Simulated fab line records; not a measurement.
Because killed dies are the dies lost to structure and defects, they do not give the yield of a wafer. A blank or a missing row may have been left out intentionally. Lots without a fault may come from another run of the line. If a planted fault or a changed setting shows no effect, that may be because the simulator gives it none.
Which of the tools did it? / flow n5Finfet / Sampling: 9 lots, 25 wafers, 6 of 1938 route steps

## WHAT EACH GAUGE READ, for each wafer
N5_BEOL_M3_OVL_MEAS_29. Usual: V2_OVL gives 0.1 nm (standard deviation 0.69).
lot=L471; measured=day 7 21:49; on=overlay-02; V2_OVL (nm)=-0.6 0.5 0.0; flag=
lot=L469; measured=day 8 01:47; on=overlay-01; V2_OVL (nm)=-0.4 -0.4 -0.1; flag=
lot=L474; measured=day 8 07:28; on=overlay-01; V2_OVL (nm)=0.6 1.0 0.7; flag=
lot=L476; measured=day 9 00:14; on=overlay-02; V2_OVL (nm)=-0.2 -1.2; flag=
lot=L480; measured=day 10 10:58; on=overlay-02; V2_OVL (nm)=1.2 1.0 -0.4; flag=
lot=L481; measured=day 10 14:13; on=overlay-02; V2_OVL (nm)=1.1 -0.1; flag=
lot=L486; measured=day 11 17:49; on=overlay-01; V2_OVL (nm)=0.5 0.6 0.2; flag=
lot=L490; measured=day 12 15:25; on=overlay-02; V2_OVL (nm)=-0.2 -0.3 0.0; flag=
lot=L491; measured=day 12 23:23; on=overlay-02; V2_OVL (nm)=0.3 -0.4 0.9; flag=

N5_BEOL_M3_INSPECT_30: inspects for defects (brightfield). Usual: rawDefectCount 400, standard deviation 110.
lot=L471; measured=day 7 21:52; on=defectInspect-02; rawDefectCount=271 390 267; flag=
lot=L469; measured=day 8 01:50; on=defectInspect-02; rawDefectCount=360 297 371; flag=
lot=L474; measured=day 8 07:31; on=defectInspect-02; rawDefectCount=377 249 282; flag=
lot=L476; measured=day 9 00:17; on=defectInspect-01; rawDefectCount=600 508; flag=
lot=L480; measured=day 10 11:01; on=defectInspect-02; rawDefectCount=276 272 311; flag=
lot=L481; measured=day 10 14:16; on=defectInspect-02; rawDefectCount=472 625; flag=
lot=L486; measured=day 11 17:52; on=defectInspect-01; rawDefectCount=495 364 400; flag=
lot=L490; measured=day 12 15:28; on=defectInspect-01; rawDefectCount=507 541 426; flag=
lot=L491; measured=day 12 23:26; on=defectInspect-02; rawDefectCount=376 369 418; flag=

N5_BEOL_M3_OCD_MEAS_38. Usual: trenchDepthNm 55.3 nm, standard deviation 0.98.
lot=L471; measured=day 7 23:58; on=ocd-01; trenchDepthNm (nm)=55.9 56.4 56.0; flag=
lot=L469; measured=day 8 12:44; on=ocd-01; trenchDepthNm (nm)=54.4 56.0 55.5; flag=
lot=L474; measured=day 8 15:16; on=ocd-01; trenchDepthNm (nm)=55.4 57.0 55.5; flag=
lot=L476; measured=day 9 04:32; on=ocd-02; trenchDepthNm (nm)=56.7 44.6; flag=OFF
lot=L480; measured=day 10 11:50; on=ocd-02; trenchDepthNm (nm)=55.6 54.9 44.6; flag=OFF
lot=L481; measured=day 10 15:11; on=ocd-02; trenchDepthNm (nm)=56.5 44.4; flag=OFF
lot=L486; measured=day 11 21:52; on=ocd-02; trenchDepthNm (nm)=55.3 55.9 54.2; flag=
lot=L490; measured=day 12 18:14; on=ocd-02; trenchDepthNm (nm)=53.5 55.1 53.4; flag=
lot=L491; measured=day 13 08:00; on=ocd-01; trenchDepthNm (nm)=55.6 56.5 55.9; flag=

N5_BEOL_M4_RC_MEAS_101. Usual: DIBL_N 36.9 mV/V, standard deviation 1.7; DIBL_P 36.7 mV/V, standard deviation 2.1; IOFF_N 0.17 nA/um, standard deviation 0.032; IOFF_P 0.22 nA/um, standard deviation 0.036; ION_N 674 uA/um, standard deviation 12; ION_P 461 uA/um, standard deviation 7; SS_N 71.7 mV/dec, standard deviation 0.6; SS_P 73.4 mV/dec, standard deviation 0.67; VT_N 249 mV, standard deviation 3.1; VT_P -250 mV, standard deviation 3.2.
lot=L471; measured=day 8 14:13; on=prober-02; DIBL_N (mV/V)=32.8 35.9 34.4; DIBL_P (mV/V)=32.8 35.1 32.9; IOFF_N (nA/um)=0.12 0.16 0.14; IOFF_P (nA/um)=0.17 0.20 0.17; ION_N (uA/um)=660 663 652; ION_P (uA/um)=454 454 446; SS_N (mV/dec)=70.6 71.8 71.6; SS_P (mV/dec)=72.8 72.8 72.2; VT_N (mV)=255 250 252; VT_P (mV)=-252 -252 -251; flag=
lot=L469; measured=day 9 00:19; on=prober-02; DIBL_N (mV/V)=37.7 36.5 36.5; DIBL_P (mV/V)=37.5 35.6 36.0; IOFF_N (nA/um)=0.18 0.16 0.16; IOFF_P (nA/um)=0.22 0.19 0.19; ION_N (uA/um)=674 666 676; ION_P (uA/um)=463 456 453; SS_N (mV/dec)=71.6 71.3 71.7; SS_P (mV/dec)=73.8 73.2 73.5; VT_N (mV)=250 250 250; VT_P (mV)=-249 -252 -252; flag=
lot=L474; measured=day 9 04:58; on=prober-01; DIBL_N (mV/V)=38.8 36.9 37.5; DIBL_P (mV/V)=41.7 38.2 38.4; IOFF_N (nA/um)=0.23 0.18 0.19; IOFF_P (nA/um)=0.27 0.21 0.21; ION_N (uA/um)=694 676 683; ION_P (uA/um)=468 452 456; SS_N (mV/dec)=72.2 71.8 71.6; SS_P (mV/dec)=74.3 73.9 74.3; VT_N (mV)=245 250 248; VT_P (mV)=-251 -252 -254; flag=
lot=L476; measured=day 9 20:14; on=prober-01; DIBL_N (mV/V)=37.3 37.0; DIBL_P (mV/V)=36.5 36.0; IOFF_N (nA/um)=0.18 0.16; IOFF_P (nA/um)=0.22 0.20; ION_N (uA/um)=679 680; ION_P (uA/um)=461 460; SS_N (mV/dec)=71.7 71.1; SS_P (mV/dec)=73.2 72.8; VT_N (mV)=246 250; VT_P (mV)=-251 -249; flag=
lot=L480; measured=day 11 00:52; on=prober-01; DIBL_N (mV/V)=37.7 34.9 36.2; DIBL_P (mV/V)=38.5 36.7 37.5; IOFF_N (nA/um)=0.19 0.14 0.16; IOFF_P (nA/um)=0.26 0.21 0.23; ION_N (uA/um)=688 677 677; ION_P (uA/um)=475 466 461; SS_N (mV/dec)=72.3 70.8 72.2; SS_P (mV/dec)=73.5 73.7 72.3; VT_N (mV)=248 253 248; VT_P (mV)=-245 -249 -246; flag=
lot=L481; measured=day 11 09:40; on=prober-02; DIBL_N (mV/V)=34.9 36.9; DIBL_P (mV/V)=35.1 37.2; IOFF_N (nA/um)=0.13 0.17; IOFF_P (nA/um)=0.16 0.19; ION_N (uA/um)=673 686; ION_P (uA/um)=455 459; SS_N (mV/dec)=70.6 71.6; SS_P (mV/dec)=73.0 74.1; VT_N (mV)=251 250; VT_P (mV)=-256 -251; flag=
lot=L486; measured=day 12 15:16; on=prober-02; DIBL_N (mV/V)=36.3 34.8 37.2; DIBL_P (mV/V)=35.0 33.8 35.8; IOFF_N (nA/um)=0.17 0.13 0.18; IOFF_P (nA/um)=0.26 0.23 0.26; ION_N (uA/um)=681 668 681; ION_P (uA/um)=470 469 471; SS_N (mV/dec)=71.5 71.8 71.3; SS_P (mV/dec)=72.7 72.6 73.8; VT_N (mV)=247 254 247; VT_P (mV)=-245 -245 -245; flag=
lot=L490; measured=day 13 07:12; on=prober-02; DIBL_N (mV/V)=37.5 38.9 35.0; DIBL_P (mV/V)=38.7 40.3 35.1; IOFF_N (nA/um)=0.20 0.23 0.14; IOFF_P (nA/um)=0.28 0.30 0.22; ION_N (uA/um)=681 696 660; ION_P (uA/um)=473 471 468; SS_N (mV/dec)=72.4 72.0 71.2; SS_P (mV/dec)=74.4 74.2 73.2; VT_N (mV)=244 245 251; VT_P (mV)=-247 -243 -249; flag=
lot=L491; measured=day 14 00:20; on=prober-01; DIBL_N (mV/V)=39.1 37.7 39.5; DIBL_P (mV/V)=38.5 37.1 39.5; IOFF_N (nA/um)=0.18 0.16 0.19; IOFF_P (nA/um)=0.23 0.22 0.26; ION_N (uA/um)=663 659 681; ION_P (uA/um)=460 458 467; SS_N (mV/dec)=71.9 72.1 72.8; SS_P (mV/dec)=74.1 73.7 73.8; VT_N (mV)=251 252 251; VT_P (mV)=-249 -248 -247; flag=

## EACH LOT AND THE TOOL THAT RAN IT (in order: tool; ch and the chambers of the sampled wafers; start)
lot=L471; N5_BEOL_M3_ETCHBACK_99=rieDiel-01 ch 2,3, day 7 23:34; N5_BEOL_M3_TRENCH_ETCH_37=rieDiel-01 ch 2,3, day 7 23:47
lot=L469; N5_BEOL_M3_ETCHBACK_99=rieDiel-01 ch 0,2,3, day 8 12:20; N5_BEOL_M3_TRENCH_ETCH_37=rieDiel-01 ch 0,2,3, day 8 12:35
lot=L474; N5_BEOL_M3_ETCHBACK_99=rieDiel-01 ch 1,3, day 8 14:52; N5_BEOL_M3_TRENCH_ETCH_37=rieDiel-01 ch 1,3, day 8 15:07
lot=L476; N5_BEOL_M3_ETCHBACK_99=rieDiel-01 ch 1,3, day 9 04:09; N5_BEOL_M3_TRENCH_ETCH_37=rieDiel-01 ch 1,3, day 9 04:23
lot=L480; N5_BEOL_M3_ETCHBACK_99=rieDiel-01 ch 1,2,3, day 10 11:26; N5_BEOL_M3_TRENCH_ETCH_37=rieDiel-01 ch 1,2,3, day 10 11:41
lot=L481; N5_BEOL_M3_ETCHBACK_99=rieDiel-01 ch 2,3, day 10 14:48; N5_BEOL_M3_TRENCH_ETCH_37=rieDiel-01 ch 2,3, day 10 15:02
lot=L486; N5_BEOL_M3_ETCHBACK_99=rieDiel-06 ch 1,2,3, day 11 21:28; N5_BEOL_M3_TRENCH_ETCH_37=rieDiel-06 ch 1,2,3, day 11 21:42
lot=L490; N5_BEOL_M3_ETCHBACK_99=rieDiel-01 ch 0,2, day 12 17:40; N5_BEOL_M3_TRENCH_ETCH_37=rieDiel-01 ch 0,2, day 12 18:02
lot=L491; N5_BEOL_M3_ETCHBACK_99=rieDiel-03 ch 0,3, day 13 07:37; N5_BEOL_M3_TRENCH_ETCH_37=rieDiel-03 ch 0,3, day 13 07:50
- N5_BEOL_M3_ETCHBACK_99: etches SiO2 in CHF3, target depth 5 nm, time 10.4 s.
- N5_BEOL_M3_TRENCH_ETCH_37: etches SiOC in C4F6/O2, target depth 55.555 nm, time 29.2 s.

## AS READ BY THE TOOLS THEMSELVES (means over the sampled wafers that have a number; for cases with no such wafer, the mark the record gives instead)
N5_BEOL_M3_ETCHBACK_99. Usual: biasW 46.96 W, standard deviation 0.15; drypumpMotorCurrentA 5.7 A, standard deviation 0.4; oesProductAu 0.77 a.u., standard deviation 0.08; rfVppV 239 V, standard deviation 4.4; showerheadPlenumPTorr 2.15 Torr, standard deviation 0.09; throttleValvePct 16.98 %, standard deviation 0.24.
lot=L471; tool=rieDiel-01; biasW (W)=47.09; drypumpMotorCurrentA (A)=6.2; oesProductAu (a.u.)=0.84; rfVppV (V)=245; showerheadPlenumPTorr (Torr)=2.07; throttleValvePct (%)=16.88; flag=
lot=L469; tool=rieDiel-01; biasW (W)=46.85; drypumpMotorCurrentA (A)=5.8; oesProductAu (a.u.)=0.77; rfVppV (V)=240; showerheadPlenumPTorr (Torr)=2.11; throttleValvePct (%)=16.97; flag=
lot=L474; tool=rieDiel-01; biasW (W)=46.99; drypumpMotorCurrentA (A)=5.9; oesProductAu (a.u.)=0.79; rfVppV (V)=243; showerheadPlenumPTorr (Torr)=2.13; throttleValvePct (%)=16.93; flag=
lot=L476; tool=rieDiel-01; biasW (W)=46.95; drypumpMotorCurrentA (A)=6.0; oesProductAu (a.u.)=0.80; rfVppV (V)=244; showerheadPlenumPTorr (Torr)=2.12; throttleValvePct (%)=16.91; flag=
lot=L480; tool=rieDiel-01; biasW (W)=46.96; drypumpMotorCurrentA (A)=6.0; oesProductAu (a.u.)=0.76; rfVppV (V)=243; showerheadPlenumPTorr (Torr)=2.09; throttleValvePct (%)=16.99; flag=
lot=L481; tool=rieDiel-01; biasW (W)=47.05; drypumpMotorCurrentA (A)=6.2; oesProductAu (a.u.)=0.79; rfVppV (V)=242; showerheadPlenumPTorr (Torr)=2.06; throttleValvePct (%)=16.96; flag=
lot=L486; tool=rieDiel-06; biasW (W)=47.13; drypumpMotorCurrentA (A)=5.5; oesProductAu (a.u.)=0.78; rfVppV (V)=241; showerheadPlenumPTorr (Torr)=2.19; throttleValvePct (%)=17.05; flag=
lot=L490; tool=rieDiel-01; biasW (W)=46.93; drypumpMotorCurrentA (A)=5.5; oesProductAu (a.u.)=0.69; rfVppV (V)=236; showerheadPlenumPTorr (Torr)=2.14; throttleValvePct (%)=17.13; flag=
lot=L491; tool=rieDiel-03; biasW (W)=47.00; drypumpMotorCurrentA (A)=5.5; oesProductAu (a.u.)=0.84; rfVppV (V)=241; showerheadPlenumPTorr (Torr)=2.26; throttleValvePct (%)=16.92; flag=

N5_BEOL_M3_TRENCH_ETCH_37. Usual: C4F6_flow_sccm 9.995 sccm, standard deviation 0.029; biasW 185.1 W, standard deviation 0.54; drypumpMotorCurrentA 5.7 A, standard deviation 0.4; oesProductAu 0.77 a.u., standard deviation 0.08; rfVppV 662 V, standard deviation 12; showerheadPlenumPTorr 2.84 Torr, standard deviation 0.11; throttleValvePct 20.74 %, standard deviation 0.25.
lot=L471; tool=rieDiel-01; C4F6_flow_sccm (sccm)=9.983; biasW (W)=185.0; drypumpMotorCurrentA (A)=6.2; oesProductAu (a.u.)=0.83; rfVppV (V)=675; showerheadPlenumPTorr (Torr)=2.75; throttleValvePct (%)=20.65; flag=
lot=L469; tool=rieDiel-01; C4F6_flow_sccm (sccm)=10.015; biasW (W)=184.9; drypumpMotorCurrentA (A)=5.8; oesProductAu (a.u.)=0.77; rfVppV (V)=662; showerheadPlenumPTorr (Torr)=2.80; throttleValvePct (%)=20.73; flag=
lot=L474; tool=rieDiel-01; C4F6_flow_sccm (sccm)=9.988; biasW (W)=185.0; drypumpMotorCurrentA (A)=5.9; oesProductAu (a.u.)=0.78; rfVppV (V)=673; showerheadPlenumPTorr (Torr)=2.82; throttleValvePct (%)=20.70; flag=
lot=L476; tool=rieDiel-01; C4F6_flow_sccm (sccm)=10.006; biasW (W)=185.4; drypumpMotorCurrentA (A)=6.0; oesProductAu (a.u.)=0.76; rfVppV (V)=678; showerheadPlenumPTorr (Torr)=2.81; throttleValvePct (%)=20.67; flag=
lot=L480; tool=rieDiel-01; C4F6_flow_sccm (sccm)=10.024; biasW (W)=185.1; drypumpMotorCurrentA (A)=6.0; oesProductAu (a.u.)=0.72; rfVppV (V)=669; showerheadPlenumPTorr (Torr)=2.76; throttleValvePct (%)=20.73; flag=
lot=L481; tool=rieDiel-01; C4F6_flow_sccm (sccm)=10.020; biasW (W)=184.2; drypumpMotorCurrentA (A)=6.2; oesProductAu (a.u.)=0.73; rfVppV (V)=669; showerheadPlenumPTorr (Torr)=2.72; throttleValvePct (%)=20.70; flag=
lot=L486; tool=rieDiel-06; C4F6_flow_sccm (sccm)=9.987; biasW (W)=185.4; drypumpMotorCurrentA (A)=5.5; oesProductAu (a.u.)=0.78; rfVppV (V)=665; showerheadPlenumPTorr (Torr)=2.90; throttleValvePct (%)=20.83; flag=
lot=L490; tool=rieDiel-01; C4F6_flow_sccm (sccm)=10.023; biasW (W)=184.6; drypumpMotorCurrentA (A)=5.5; oesProductAu (a.u.)=0.69; rfVppV (V)=649; showerheadPlenumPTorr (Torr)=2.83; throttleValvePct (%)=20.84; flag=
lot=L491; tool=rieDiel-03; C4F6_flow_sccm (sccm)=9.978; biasW (W)=184.9; drypumpMotorCurrentA (A)=5.4; oesProductAu (a.u.)=0.84; rfVppV (V)=666; showerheadPlenumPTorr (Torr)=2.98; throttleValvePct (%)=20.74; flag=

## THE ANSWER, worked out from the rows above alone
Rule: a lot is off if the mean of its wafers that have a number lies more than 3 standard deviations from the usual mean. Also off: a lot with no number at a reading for which 4 or more lots have one. The other lots that the step has rows for count as sound. Order of review: gauges by route order, followed by the tools' own readings, for which a lot's mean as printed above is used. The first step at which some lot is off is used, and at that step the reading that is off furthest; a lot without a number counts as furthest.
Off at N5_BEOL_M3_OCD_MEAS_38 (trenchDepthNm): L476, L480, L481.
A tool fits if, at a process step before that reading, it ran every lot that is off, and no sound lot after the first of them. Those tools and the gauges at N5_BEOL_M3_OCD_MEAS_38 are tried in the same way. Not one of the candidates tried fits.

## WHAT WAS PUT IN BY THE SIMULATOR
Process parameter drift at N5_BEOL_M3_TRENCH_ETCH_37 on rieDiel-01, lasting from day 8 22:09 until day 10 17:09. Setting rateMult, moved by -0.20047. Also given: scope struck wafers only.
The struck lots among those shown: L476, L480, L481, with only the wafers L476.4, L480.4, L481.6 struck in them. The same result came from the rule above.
